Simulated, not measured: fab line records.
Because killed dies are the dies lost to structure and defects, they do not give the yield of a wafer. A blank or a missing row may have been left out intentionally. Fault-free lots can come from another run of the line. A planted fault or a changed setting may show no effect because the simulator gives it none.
fab line records    flow n5Finfet
[record] lots = 11  wafers = 33  lastDay = 20
route steps=1938 shown BEOL_M6@1207 PASSIVATION@1936
lots untouched by any fault: they come from a run of this same line in which no faults occurred
startH: the number of hours between the record's first day and the start of the first shown wafer of the lot    waitH: how many hours have passed since the lot's step before this one    " as in the row above    L1.1+2: one row covering several wafers at once    - no value present, or no start provided    * or withheld: withheld    < > ~ a bound
route shown NAME@n: NAME is a module with steps in the file, n the number in the route of the first one    usual: mean/standard deviation of fault-free wafers    same: alike in all rows    chamber/n: place in a boat    sites: per-site readings    _std_site: standard deviation across them    _edge_site: outer sites' mean less inner sites'    radiusMm: for every site, how far away it sits from the centre of the wafer    mask NAME#n: copy n    behind: tool/chamber where the wafer was last shaped    hold: the reason the lot was held/the length of the hold in hours/how it ended    device: which transistor (n, p or np) failed to switch    end of line: the tests these same wafers got at the end of their route    step lacking rows: just its recipe    killed: at the first sort, the dies lost to defects and structure; wafer yield is something else    map: a wafer's dies, marking killed ones x, the rest . and places with no die _
set.NAME: the setting the step ran with; set.NAME@STEP: the setting that earlier step ran with    model.NAME: the simulator's own value behind a step, which no gauge read
steps of the route over a sample of lots; a table a step, a row a wafer
services: a tool's chamber out of use, with start hour (startH, from the record's first day; less than 0 if before it), hours out, and reason
[[steps]]
[step N5_BEOL_M6_CD_MEAS_11]
[recipe] targetCdNm = 38.5  landingEnergyEv = 500  detector = seInlens  polarity = opening
[usual] cdNm = 38.8/0.44
lot.wafer  tool      chamber  startH  waitH  cdNm
L358.1     cdSem-02  0        209.82  -      39.2
L358.5     "         0        "       "      38.8
L358.6     "         0        "       "      39.3
L360.4     cdSem-01  0        229.81  -      38.8
L360.5     "         0        "       "      39.4
L360.6     "         0        "       "      39.5
L361.1     cdSem-03  0        235.68  -      39.2
L361.2     "         0        "       "      38.5
L361.6     "         0        "       "      38.5
L365.2     cdSem-03  0        240.58  -      39.5
L365.4     "         0        "       "      39.6
L365.5     "         0        "       "      39.4
L363.3     cdSem-03  0        250.91  -      39.2
L363.4     "         0        "       "      39.0
L363.6     "         0        "       "      39.4
L366.2     cdSem-01  0        269.82  -      38.3
L366.5     "         0        "       "      37.8
L366.6     "         0        "       "      38.4
L372.1     cdSem-02  0        331.71  -      38.8
L372.2     "         0        "       "      39.3
L372.6     "         0        "       "      39.3
L373.2     cdSem-02  0        344.23  -      38.6
L373.4     "         0        "       "      38.8
L373.6     "         0        "       "      38.6
L376.1     cdSem-03  0        357.43  -      39.6
L376.2     "         0        "       "      38.4
L376.5     "         0        "       "      38.7
L374.2     cdSem-01  0        359.36  -      38.3
L374.4     "         0        "       "      39.2
L374.6     "         0        "       "      39.1
L379.1     cdSem-02  0        379.26  -      39.2
L379.4     "         0        "       "      38.7
L379.6     "         0        "       "      39.1
[step N5_BEOL_M6_INSPECT_13]
[recipe] mode = adi  inspectInstrument = brightfield
[usual] rawDefectCount = 414/110
lot.wafer  tool              chamber  startH  waitH  rawDefectCount
L358.1     defectInspect-01  -        209.87  0.0    378
L358.5     "                 -        "       "      423
L358.6     "                 -        "       "      286
L360.4     defectInspect-01  -        229.86  0.0    528
L360.5     "                 -        "       "      404
L360.6     "                 -        "       "      460
L361.1     defectInspect-02  -        235.74  0.0    488
L361.2     "                 -        "       "      440
L361.6     "                 -        "       "      414
L365.2     defectInspect-01  -        240.63  0.0    302
L365.4     "                 -        "       "      281
L365.5     "                 -        "       "      314
L363.3     defectInspect-02  -        250.96  0.0    495
L363.4     "                 -        "       "      772
L363.6     "                 -        "       "      583
L366.2     defectInspect-02  -        269.88  0.0    722
L366.5     "                 -        "       "      700
L366.6     "                 -        "       "      546
L372.1     defectInspect-01  -        331.76  0.0    471
L372.2     "                 -        "       "      522
L372.6     "                 -        "       "      536
L373.2     defectInspect-01  -        344.28  0.0    521
L373.4     "                 -        "       "      455
L373.6     "                 -        "       "      438
L376.1     defectInspect-02  -        357.48  0.0    441
L376.2     "                 -        "       "      380
L376.5     "                 -        "       "      419
L374.2     defectInspect-02  -        359.42  0.0    344
L374.4     "                 -        "       "      368
L374.6     "                 -        "       "      463
L379.1     defectInspect-01  -        379.32  0.0    266
L379.4     "                 -        "       "      336
L379.6     "                 -        "       "      344
[step N5_BEOL_M6_EXPOSE_25]
[recipe] maskId = V5  na = 0.33  sourceShape = annular  sigmaInner = 0.4  sigmaOuter = 0.8  polarization = unpolarized  targetCdNm = 40  doseMj = 45
[usual] exposureDoseMJCm2 = 44.87/0.065
[same] na = 0.33
lot.wafer  tool           chamber  startH  waitH  mask  exposureDoseMJCm2
L358.1     euvScanner-01  0        211.72  -      V5#0  44.92
L358.5     "              0        "       "      V5#0  44.91
L358.6     "              0        "       "      V5#0  44.89
L360.4     euvScanner-01  0        233.59  -      V5#0  44.96
L360.5     "              0        "       "      V5#0  44.84
L360.6     "              0        "       "      V5#0  44.96
L361.1     euvScanner-01  0        240.27  -      V5#0  50.34
L361.2     "              0        "       "      V5#0  50.33
L361.6     "              0        "       "      V5#0  50.25
L365.2     euvScanner-01  0        241.54  -      V5#0  47.66
L365.4     "              0        "       "      V5#0  47.63
L365.5     "              0        "       "      V5#0  47.63
L363.3     euvScanner-01  0        260.56  -      V5#0  47.11
L363.4     "              0        "       "      V5#0  47.14
L363.6     "              0        "       "      V5#0  47.09
L366.2     euvScanner-01  0        274.19  -      V5#0  46.60
L366.5     "              0        "       "      V5#0  46.64
L366.6     "              0        "       "      V5#0  46.64
L372.1     euvScanner-02  0        332.90  -      V5#0  44.77
L372.2     "              0        "       "      V5#0  44.76
L372.6     "              0        "       "      V5#0  44.80
L373.2     euvScanner-02  0        346.12  -      V5#0  44.88
L373.4     "              0        "       "      V5#0  44.82
L373.6     "              0        "       "      V5#0  44.89
L376.1     euvScanner-02  0        362.15  -      V5#0  44.85
L376.2     "              0        "       "      V5#0  44.80
L376.5     "              0        "       "      V5#0  44.80
L374.2     euvScanner-02  0        362.20  -      V5#0  44.81
L374.4     "              0        "       "      V5#0  44.74
L374.6     "              0        "       "      V5#0  44.74
L379.1     euvScanner-02  0        380.43  -      V5#0  44.79
L379.4     "              0        "       "      V5#0  44.82
L379.6     "              0        "       "      V5#0  44.82
[step N5_BEOL_M6_CD_MEAS_28]
[recipe] targetCdNm = 40  landingEnergyEv = 500  detector = seInlens
[usual] cdNm = 39.95/0.22
lot.wafer  tool      chamber  startH  waitH  cdNm
L358.1     cdSem-01  0        211.85  -      39.69
L358.5     "         0        "       "      39.94
L358.6     "         0        "       "      40.31
L360.4     cdSem-03  0        233.71  -      39.99
L360.5     "         0        "       "      39.95
L360.6     "         0        "       "      39.92
L361.1     cdSem-03  0        240.40  -      42.57
L361.2     "         0        "       "      42.51
L361.6     "         0        "       "      42.34
L365.2     cdSem-01  0        241.66  -      41.01
L365.4     "         0        "       "      41.31
L365.5     "         0        "       "      41.38
L363.3     cdSem-03  0        260.68  -      40.75
L363.4     "         0        "       "      41.32
L363.6     "         0        "       "      41.38
L366.2     cdSem-03  0        274.32  -      40.89
L366.5     "         0        "       "      41.42
L366.6     "         0        "       "      40.72
L372.1     cdSem-02  0        333.03  -      39.62
L372.2     "         0        "       "      40.16
L372.6     "         0        "       "      39.64
L373.2     cdSem-02  0        346.25  -      40.09
L373.4     "         0        "       "      39.76
L373.6     "         0        "       "      40.08
L376.1     cdSem-01  0        362.28  -      40.18
L376.2     "         0        "       "      39.95
L376.5     "         0        "       "      40.05
L374.2     cdSem-03  0        362.33  -      40.44
L374.4     "         0        "       "      40.12
L374.6     "         0        "       "      39.96
L379.1     cdSem-01  0        380.57  -      40.15
L379.4     "         0        "       "      39.90
L379.6     "         0        "       "      40.12
[step N5_BEOL_M6_DESCUM_33]
[recipe] chemistry = O2  timeS = 7  sourcePowerW = 50  biasPowerW = 20  pressureMtorr = 20  rfFrequencyHz = 2.712e+07  tempC = 40  resist = CAR-EUV  o2FlowSccm = 225
[usual] drypumpMotorCurrentA = 5.47/0.21  oesProductAu = 0.77/0.069  rfVppV = 243.0/1.3  showerheadPlenumPTorr = 2.08/0.068  throttleValvePct = 20.44/0.26
lot.wafer  tool        chamber  startH  waitH  drypumpMotorCurrentA  oesProductAu  rfHoursCounterH  rfVppV  showerheadPlenumPTorr  throttleValvePct
L358.1     rieDiel-06  2        211.98  0.0    5.29                  0.71          204              243.8   2.08                   20.23
L358.5     "           2        "       "      5.28                  0.71          -                243.4   2.08                   20.22
L358.6     "           1        "       "      5.90                  0.79          -                243.8   2.11                   19.94
L360.4     rieDiel-06  0        233.83  0.0    5.54                  0.73          199              242.8   1.99                   20.64
L360.5     "           1        "       "      5.86                  0.78          -                242.6   2.10                   19.94
L360.6     "           0        "       "      5.55                  0.73          -                243.0   1.99                   20.65
L361.1     rieDiel-05  3        240.63  0.1    5.58                  0.87          52               243.7   2.13                   20.31
L361.2     "           2        "       "      5.90                  0.70          218              243.5   2.07                   20.33
L361.6     "           1        "       "      5.57                  0.92          -                244.5   2.14                   20.39
L365.2     rieDiel-06  2        241.81  0.1    5.29                  0.71          213              243.2   2.07                   20.22
L365.4     "           1        "       "      5.86                  0.79          106              243.7   2.10                   19.95
L365.5     "           0        "       "      5.53                  0.73          -                242.3   1.99                   20.67
L363.3     rieDiel-06  0        260.88  0.1    5.51                  0.72          209              241.9   1.98                   20.67
L363.4     "           3        "       "      5.32                  0.77          156              244.2   2.10                   20.60
L363.6     "           2        "       "      5.29                  0.71          -                242.9   2.07                   20.24
L366.2     rieDiel-03  3        274.97  0.6    5.27                  0.83          77               243.9   2.12                   20.74
L366.5     "           0        "       "      5.45                  0.70          -                243.5   2.08                   20.47
L366.6     "           1        "       "      5.43                  0.85          -                242.9   2.11                   20.04
L372.1     rieDiel-03  1        333.39  0.3    5.47                  0.82          92               242.7   2.10                   20.07
L372.2     "           2        "       "      5.60                  0.71          200              241.3   1.90                   20.46
L372.6     "           1        "       "      5.46                  0.82          -                242.6   2.10                   20.05
L373.2     rieDiel-05  3        346.37  0.0    5.60                  0.84          90               242.0   2.12                   20.40
L373.4     "           0        "       "      5.12                  0.72          -                244.9   2.16                   20.83
L373.6     "           3        "       "      5.56                  0.84          -                243.8   2.12                   20.41
L376.1     rieDiel-05  0        362.41  0.0    5.12                  0.70          222              242.7   2.16                   20.84
L376.2     "           3        "       "      5.61                  0.82          97               244.1   2.12                   20.40
L376.5     "           1        "       "      5.53                  0.85          -                243.3   2.13                   20.47
L374.2     rieDiel-03  0        362.71  0.3    5.47                  0.69          216              244.7   2.08                   20.47
L374.4     "           3        "       "      5.27                  0.80          109              242.6   2.11                   20.77
L374.6     "           2        "       "      5.60                  0.70          -                239.4   1.89                   20.47
L379.1     rieDiel-03  0        380.69  0.0    5.42                  0.69          221              242.5   2.07                   20.49
L379.4     "           2        "       "      5.60                  0.69          -                240.1   1.89                   20.47
L379.6     "           3        "       "      5.26                  0.79          -                243.8   2.11                   20.78
[step N5_PASSIVATION_PROBE_49]
[usual] defectLimitedYield = 90.9/1.3  killed_at_M0_to_M3 = 36/11  killed_at_M4_up = 13/5.1  killedAtContacts = 14/4.9  killedAtFrontEnd = 41/10  killedAtOther = 3.4/2.6  killedDies = 107/16  killedOpen = 70/11  killedShort = 36/7.8  sort_bin_5_function = 5.4/0.84  sort_bin_6_memory = 3.4/0.67  sort_bin_8_speed = 0.00/0.0099  sortNPass = 1073/16  sortYieldPct = 90.9/1.3
[same] grossDies = 1180  killedAtBackSide = 0  sort_bin_4_leakage[%] = 0
lot.wafer  tool       chamber  startH  waitH  defectLimitedYield[%]  killed_at_M0_to_M3  killed_at_M4_up  killedAtContacts  killedAtFrontEnd  killedAtOther  killedDies  killedOpen  killedShort  sort_bin_5_function[%]  sort_bin_6_memory[%]  sort_bin_8_speed[%]  sortNPass  sortYieldPct[%]
L358.1     prober-01  -        312.78  0.0    89.9                   45                  14               14                43                3              119         74          45           5.1                     4.6                   0                    1061       89.9
L358.5     prober-01  -        312.98  0.2    90.7                   46                  15               12                34                3              110         72          36           5.6                     3.0                   0                    1070       90.7
L358.6     prober-01  -        313.03  0.3    89.4                   46                  12               15                43                9              125         78          43           5.5                     4.9                   0                    1055       89.4
L360.4     prober-02  -        331.51  0.2    92.5                   22                  6                6                 50                5              89          60          28           4.3                     3.1                   0                    1091       92.5
L360.5     prober-02  -        331.56  0.2    90.3                   34                  12               15                52                2              115         77          36           5.4                     3.9                   0                    1065       90.3
L360.6     prober-02  -        331.61  0.3    93.5                   20                  9                7                 39                2              77          50          25           4.6                     1.7                   0                    1103       93.5
L361.1     prober-01  -        333.03  0.0    91.0                   34                  17               8                 46                1              106         73          32           5.0                     3.6                   0                    1074       91.0
L361.2     prober-01  -        333.08  0.1    92.2                   30                  8                23                30                1              92          65          26           4.7                     2.9                   0                    1088       92.2
L361.6     prober-01  -        333.28  0.3    88.5                   37                  9                21                65                4              136         85          50           6.9                     4.1                   0                    1044       88.5
L365.2     prober-01  -        340.26  0.1    90.7                   43                  12               18                35                2              110         73          37           5.4                     3.6                   0                    1070       90.7
L365.4     prober-01  -        340.36  0.2    93.6                   30                  10               14                19                3              76          52          22           3.3                     3.1                   0                    1104       93.6
L365.5     prober-01  -        340.41  0.2    91.7                   27                  11               14                42                4              98          66          30           5.1                     3.1                   0                    1082       91.7
L363.3     prober-02  -        347.58  0.1    89.7                   39                  7                11                62                2              121         78          41           5.8                     3.7                   0                    1059       89.7
L363.4     prober-02  -        347.63  0.2    90.4                   40                  7                11                53                2              113         63          49           5.9                     3.1                   0                    1067       90.4
L363.6     prober-02  -        347.73  0.3    91.9                   38                  8                14                36                0              96          60          36           5.3                     2.6                   0                    1084       91.9
L372.1     prober-02  -        423.74  0.0    93.6                   21                  12               7                 35                1              76          50          26           4.2                     2.2                   0                    1104       93.6
L372.2     prober-02  -        423.79  0.1    89.4                   41                  25               24                30                5              125         80          43           6.4                     3.6                   0                    1055       89.4
L372.6     prober-02  -        423.99  0.3    90.4                   44                  24               12                24                9              113         65          42           5.3                     3.3                   0                    1067       90.4
L373.2     prober-01  -        451.21  0.1    93.6                   20                  9                13                33                0              75          46          27           4.2                     1.9                   0                    1105       93.6
L373.4     prober-01  -        451.31  0.2    94.7                   21                  7                10                25                0              63          43          19           3.1                     2.1                   0                    1117       94.7
L373.6     prober-01  -        451.41  0.3    92.6                   22                  13               14                33                5              87          52          33           4.1                     2.9                   0                    1093       92.6
L374.2     prober-02  -        460.43  0.1    90.1                   48                  11               11                42                5              117         80          34           5.8                     3.6                   0.08                 1063       90.1
L374.4     prober-02  -        460.53  0.2    93.2                   25                  5                9                 40                1              80          51          27           4.2                     2.5                   0                    1100       93.2
L374.6     prober-02  -        460.63  0.3    89.9                   44                  14               18                43                0              119         72          42           5.9                     3.3                   0                    1061       89.9
L376.1     prober-01  -        461.03  0.0    91.1                   36                  15               8                 42                4              105         67          36           5.3                     3.1                   0                    1075       91.1
L376.2     prober-01  -        461.08  0.1    92.4                   39                  15               5                 31                0              90          57          31           4.5                     3.1                   0                    1090       92.4
L376.5     prober-01  -        461.23  0.2    89.6                   47                  19               17                37                3              123         80          40           5.7                     4.4                   0                    1057       89.6
L379.1     prober-01  -        479.05  0.0    89.4                   50                  18               6                 51                0              125         96          28           6.5                     4.1                   0                    1055       89.4
L379.4     prober-01  -        479.20  0.2    89.5                   52                  18               9                 41                4              124         70          50           5.6                     4.4                   0                    1056       89.5
L379.6     prober-01  -        479.30  0.3    89.8                   54                  16               8                 41                1              120         69          48           5.8                     4.3                   0                    1060       89.8
// killed by level:class
L358.1 STI_FIN_REVEAL:geometricParticle:open=12 MOL_CONTACT_COAG:geometricParticle:open=11 BEOL_M1:geometricParticle:open=8 BEOL_M0_SAQP:geometricParticle:short=8 FIN_SAQP:geometricParticle:short=7 BEOL_M3:geometricParticle:short=7 FIN_SAQP:geometricParticle:open=6 BEOL_M0_SAQP:geometricParticle:open=6
L358.5 BEOL_M0_SAQP:geometricParticle:short=13 MOL_CONTACT_COAG:geometricParticle:open=11 BEOL_M3:geometricParticle:open=10 DUMMY_GATE:geometricParticle:open=7 BEOL_M4:geometricParticle:open=7 STARTING-WAFER:geometricParticle:open=6 GATE_CUT:geometricParticle:short=5 BEOL_M0_SAQP:geometricParticle:open=5
L358.6 STI_FIN_REVEAL:geometricParticle:open=17 MOL_CONTACT_COAG:geometricParticle:open=13 BEOL_M1:geometricParticle:open=10 BEOL_M0_SAQP:geometricParticle:open=7 BEOL_M0_SAQP:geometricParticle:short=7 BEOL_M3:geometricParticle:short=7 BEOL_M3:geometricParticle:open=6 FIN_SAQP:geometricParticle:short=5
L360.4 STI_FIN_REVEAL:geometricParticle:open=10 DUMMY_GATE:geometricParticle:open=9 GATE_CUT:geometricParticle:short=7 GATE_CUT:geometricParticle:open=7 BEOL_M2:geometricParticle:open=7 MOL_CONTACT_COAG:geometricParticle:open=6 BEOL_M0_SAQP:geometricParticle:short=5 STARTING-WAFER:geometricParticle:open=5
L360.5 MOL_CONTACT_COAG:geometricParticle:open=12 GATE_CUT:geometricParticle:open=11 BEOL_M3:geometricParticle:open=9 BEOL_M0_SAQP:geometricParticle:short=8 BEOL_M0_SAQP:geometricParticle:open=8 FIN_SAQP:geometricParticle:open=7 STI_FIN_REVEAL:geometricParticle:open=7 FIN_SAQP:geometricParticle:short=4
L360.6 FIN_SAQP:geometricParticle:open=8 DUMMY_GATE:geometricParticle:open=8 BEOL_M2:geometricParticle:open=8 BEOL_M3:geometricParticle:open=6 GATE_CUT:geometricParticle:short=5 MOL_CONTACT_COAG:geometricParticle:open=4 FIN_SAQP:geometricParticle:short=3 STI_FIN_REVEAL:geometricParticle:open=3
L361.1 STI_FIN_REVEAL:geometricParticle:open=14 BEOL_M4:geometricParticle:open=9 DUMMY_GATE:geometricParticle:open=7 BEOL_M2:geometricParticle:open=7 MOL_CONTACT_COAG:geometricParticle:open=6 FIN_SAQP:geometricParticle:open=5 BEOL_M0_SAQP:geometricParticle:short=5 ILD0:geometricParticle:open=4
L361.2 MOL_CONTACT_COAG:geometricParticle:open=18 FIN_SAQP:geometricParticle:open=8 BEOL_M0_SAQP:geometricParticle:short=7 BEOL_M3:geometricParticle:open=7 BEOL_M4:geometricParticle:open=6 GATE_CUT:geometricParticle:open=5 MOL_CONTACT_COAG:geometricParticle:short=5 BEOL_M0_SAQP:geometricParticle:open=5
L361.6 STI_FIN_REVEAL:geometricParticle:open=22 MOL_CONTACT_COAG:geometricParticle:open=14 FIN_SAQP:geometricParticle:open=13 BEOL_M0_SAQP:geometricParticle:short=9 BEOL_M0_SAQP:geometricParticle:open=8 FIN_SAQP:geometricParticle:short=7 MOL_CONTACT_COAG:geometricParticle:short=7 GATE_CUT:geometricParticle:open=5
L365.2 MOL_CONTACT_COAG:geometricParticle:open=16 BEOL_M0_SAQP:geometricParticle:short=14 FIN_SAQP:geometricParticle:open=13 BEOL_M0_SAQP:geometricParticle:open=8 BEOL_M2:geometricParticle:open=8 FIN_SAQP:geometricParticle:short=5 STI_FIN_REVEAL:geometricParticle:open=5 BEOL_M1:geometricParticle:open=5
L365.4 MOL_CONTACT_COAG:geometricParticle:open=10 BEOL_M1:geometricParticle:open=8 STI_FIN_REVEAL:geometricParticle:open=7 BEOL_M3:geometricParticle:open=7 MOL_CONTACT_COAG:geometricParticle:short=4 BEOL_M0_SAQP:geometricParticle:open=4 BEOL_M2:geometricParticle:open=4 BEOL_M4:geometricParticle:open=4
L365.5 STI_FIN_REVEAL:geometricParticle:open=18 MOL_CONTACT_COAG:geometricParticle:open=11 FIN_SAQP:geometricParticle:short=7 BEOL_M0_SAQP:geometricParticle:short=6 BEOL_M1:geometricParticle:open=6 BEOL_M3:geometricParticle:open=5 DUMMY_GATE:geometricParticle:open=3 GATE_CUT:geometricParticle:short=3
L363.3 STI_FIN_REVEAL:geometricParticle:open=22 FIN_SAQP:geometricParticle:short=12 BEOL_M0_SAQP:geometricParticle:short=12 BEOL_M0_SAQP:geometricParticle:open=12 MOL_CONTACT_COAG:geometricParticle:open=9 FIN_SAQP:geometricParticle:open=6 BEOL_M2:geometricParticle:open=6 GATE_CUT:geometricParticle:open=5
L363.4 STI_FIN_REVEAL:geometricParticle:open=14 FIN_SAQP:geometricParticle:short=12 BEOL_M0_SAQP:geometricParticle:short=9 MOL_CONTACT_COAG:geometricParticle:open=7 BEOL_M2:geometricParticle:open=7 GATE_CUT:geometricParticle:open=6 BEOL_M0_SAQP:geometricParticle:open=6 ILD0:geometricParticle:short=5
L363.6 BEOL_M2:geometricParticle:open=15 STI_FIN_REVEAL:geometricParticle:open=12 MOL_CONTACT_COAG:geometricParticle:open=8 BEOL_M0_SAQP:geometricParticle:open=7 MOL_CONTACT_COAG:geometricParticle:short=6 BEOL_M0_SAQP:geometricParticle:short=6 FIN_SAQP:geometricParticle:short=4 DUMMY_GATE:geometricParticle:open=4
L372.1 STI_FIN_REVEAL:geometricParticle:open=11 BEOL_M0_SAQP:geometricParticle:open=7 FIN_SAQP:geometricParticle:open=5 MOL_CONTACT_COAG:geometricParticle:open=5 BEOL_M0_SAQP:geometricParticle:short=5 BEOL_M1:geometricParticle:open=4 GATE_CUT:geometricParticle:short=3 BEOL_M4:geometricParticle:short=3
L372.2 MOL_CONTACT_COAG:geometricParticle:open=21 BEOL_M0_SAQP:geometricParticle:short=15 BEOL_M0_SAQP:geometricParticle:open=10 STI_FIN_REVEAL:geometricParticle:open=8 BEOL_M4:geometricParticle:open=6 BEOL_M1:geometricParticle:open=5 BEOL_M2:geometricParticle:open=5 FIN_SAQP:geometricParticle:short=4
L372.6 BEOL_M0_SAQP:geometricParticle:short=13 BEOL_M0_SAQP:geometricParticle:open=13 BEOL_M2:geometricParticle:open=8 BEOL_M5:geometricParticle:open=8 MOL_CONTACT_COAG:geometricParticle:open=7 BEOL_M5:geometricParticle:short=6 MOL_CONTACT_COAG:geometricParticle:short=5 HKMG_FIN:areaEtch=5
L373.2 MOL_CONTACT_COAG:geometricParticle:open=12 FIN_SAQP:geometricParticle:short=8 FIN_SAQP:geometricParticle:open=5 STI_FIN_REVEAL:geometricParticle:open=5 BEOL_M3:geometricParticle:open=5 BEOL_M4:geometricParticle:open=5 ILD0:geometricParticle:short=4 BEOL_M0_SAQP:geometricParticle:short=4
L373.4 MOL_CONTACT_COAG:geometricParticle:open=8 BEOL_M2:geometricParticle:open=8 FIN_SAQP:geometricParticle:short=6 FIN_SAQP:geometricParticle:open=5 BEOL_M3:geometricParticle:open=5 STI_FIN_REVEAL:geometricParticle:open=4 STARTING-WAFER:geometricParticle:short=3 GATE_CUT:geometricParticle:short=2
L373.6 MOL_CONTACT_COAG:geometricParticle:open=13 FIN_SAQP:geometricParticle:open=10 BEOL_M0_SAQP:geometricParticle:short=9 FIN_SAQP:geometricParticle:short=4 STI_FIN_REVEAL:geometricParticle:open=3 GATE_CUT:geometricParticle:short=3 BEOL_M0_SAQP:geometricParticle:open=3 BEOL_M1:geometricParticle:open=3
L374.2 FIN_SAQP:geometricParticle:open=15 BEOL_M2:geometricParticle:open=12 FIN_SAQP:geometricParticle:short=10 MOL_CONTACT_COAG:geometricParticle:open=9 BEOL_M3:geometricParticle:open=9 BEOL_M0_SAQP:geometricParticle:open=7 GATE_CUT:geometricParticle:short=6 BEOL_M1:geometricParticle:open=6
L374.4 STI_FIN_REVEAL:geometricParticle:open=8 MOL_CONTACT_COAG:geometricParticle:open=8 FIN_SAQP:geometricParticle:short=7 BEOL_M2:geometricParticle:open=6 GATE_CUT:geometricParticle:short=6 BEOL_M3:geometricParticle:open=5 BEOL_M0_SAQP:geometricParticle:open=4 BEOL_M1:geometricParticle:open=4
L374.6 MOL_CONTACT_COAG:geometricParticle:open=14 FIN_SAQP:geometricParticle:open=12 BEOL_M0_SAQP:geometricParticle:open=9 BEOL_M3:geometricParticle:open=9 FIN_SAQP:geometricParticle:short=8 BEOL_M0_SAQP:geometricParticle:short=8 BEOL_M2:geometricParticle:open=6 GATE_CUT:geometricParticle:short=5
L376.1 STI_FIN_REVEAL:geometricParticle:open=12 BEOL_M0_SAQP:geometricParticle:short=10 MOL_CONTACT_COAG:geometricParticle:open=6 BEOL_M0_SAQP:geometricParticle:open=6 BEOL_M2:geometricParticle:open=6 DUMMY_GATE:geometricParticle:open=5 BEOL_M3:geometricParticle:open=5 BEOL_M4:geometricParticle:open=5
L376.2 BEOL_M0_SAQP:geometricParticle:short=12 BEOL_M0_SAQP:geometricParticle:open=11 STI_FIN_REVEAL:geometricParticle:open=8 DUMMY_GATE:geometricParticle:open=6 GATE_CUT:geometricParticle:open=5 MOL_CONTACT_COAG:geometricParticle:open=5 BEOL_M1:geometricParticle:open=5 BEOL_M0:geometricParticle:open=4
L376.5 MOL_CONTACT_COAG:geometricParticle:open=13 BEOL_M0_SAQP:geometricParticle:short=13 BEOL_M0_SAQP:geometricParticle:open=11 BEOL_M4:geometricParticle:open=8 STI_FIN_REVEAL:geometricParticle:open=8 BEOL_M3:geometricParticle:short=8 DUMMY_GATE:geometricParticle:open=7 FIN_SAQP:geometricParticle:short=6
L379.1 FIN_SAQP:geometricParticle:open=15 BEOL_M1:geometricParticle:open=11 BEOL_M3:geometricParticle:open=10 BEOL_M0_SAQP:geometricParticle:open=10 BEOL_M4:geometricParticle:open=8 FIN_SAQP:geometricParticle:short=7 STI_FIN_REVEAL:geometricParticle:open=6 BEOL_M2:geometricParticle:open=6
L379.4 STI_FIN_REVEAL:geometricParticle:open=14 BEOL_M0_SAQP:geometricParticle:short=14 BEOL_M2:geometricParticle:open=11 BEOL_M0_SAQP:geometricParticle:open=7 FIN_SAQP:geometricParticle:short=6 MOL_CONTACT_COAG:geometricParticle:open=5 BEOL_M4:geometricParticle:open=5 STI_FIN_REVEAL:geometricParticle:short=4
L379.6 FIN_SAQP:geometricParticle:short=15 BEOL_M0_SAQP:geometricParticle:short=14 BEOL_M2:geometricParticle:open=12 BEOL_M0_SAQP:geometricParticle:open=10 BEOL_M4:geometricParticle:open=10 BEOL_M1:geometricParticle:open=9 FIN_SAQP:geometricParticle:open=5 DUMMY_GATE:geometricParticle:open=5
[[services]]
tool           chamber  startH  hours  kind
euvScanner-01  -        191.24  1.0    pm
rieDiel-05     2        191.71  1.3    repair
euvScanner-02  -        194.64  4.7    repair
euvScanner-02  -        219.84  4.6    pm
euvScanner-02  -        237.18  1.0    pm
euvScanner-02  -        239.92  49.1   repair
euvScanner-01  -        261.42  1.0    pm
rieDiel-06     2        285.04  20.5   repair
rieDiel-03     1        290.99  9.8    repair
euvScanner-02  -        293.33  1.0    pm
euvScanner-01  -        298.73  5.8    pm
rieDiel-06     0        300.01  1.3    repair
euvScanner-02  -        303.72  1.5    repair
rieDiel-06     3        303.75  16.3   repair
euvScanner-01  -        305.22  1.0    pm
rieDiel-06     2        311.68  4.3    repair
rieDiel-06     -        315.30  0.9    repair
euvScanner-02  -        316.21  5.8    pm
euvScanner-01  -        328.34  0.6    repair
euvScanner-02  -        344.60  0.4    repair
euvScanner-01  -        345.40  4.6    pm
euvScanner-02  -        350.00  1.0    pm
euvScanner-01  -        357.72  5.0    repair
rieDiel-03     1        369.64  16.3   repair
[[key]]
[firstSign] step = N5_BEOL_M6_EXPOSE_25  reading = exposureDoseMJCm2  direction = up  sigmas = 47  usual = 44.87  struck = 47.92
[effect] step = N5_BEOL_M6_CD_MEAS_28  reading = cdNm  direction = up  sigmas = 7  usual = 39.95  struck = 41.47  through = controlLoop
metAt N5_BEOL_M6_EXPOSE_25
struckLots L361,L363,L365,L366
rowsEnd L366.2,L366.5,L366.6
[loopTrim] step = N5_BEOL_M6_EXPOSE_25  setting = dose  lots = L363,L365,L366
notActingAt N5_BEOL_M6_CD_MEAS_11,N5_BEOL_M6_INSPECT_13,N5_BEOL_M6_DESCUM_33
onsetBetween 233.59 240.27
[fault] kind = processParameterDrift  tool = euvScanner-01  chamber = -  onsetH = 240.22  steps = N5_BEOL_M6_EXPOSE_25  channel = doseMj  offset = 5.3426  shape = step  actsIn = theseRecipesOnly  stated = 45
// rowsEnd: these wafers met a further fault down the route, and their rows from its step on are left out
// loopTrim: a control loop set the setting to another value than it would have without faults
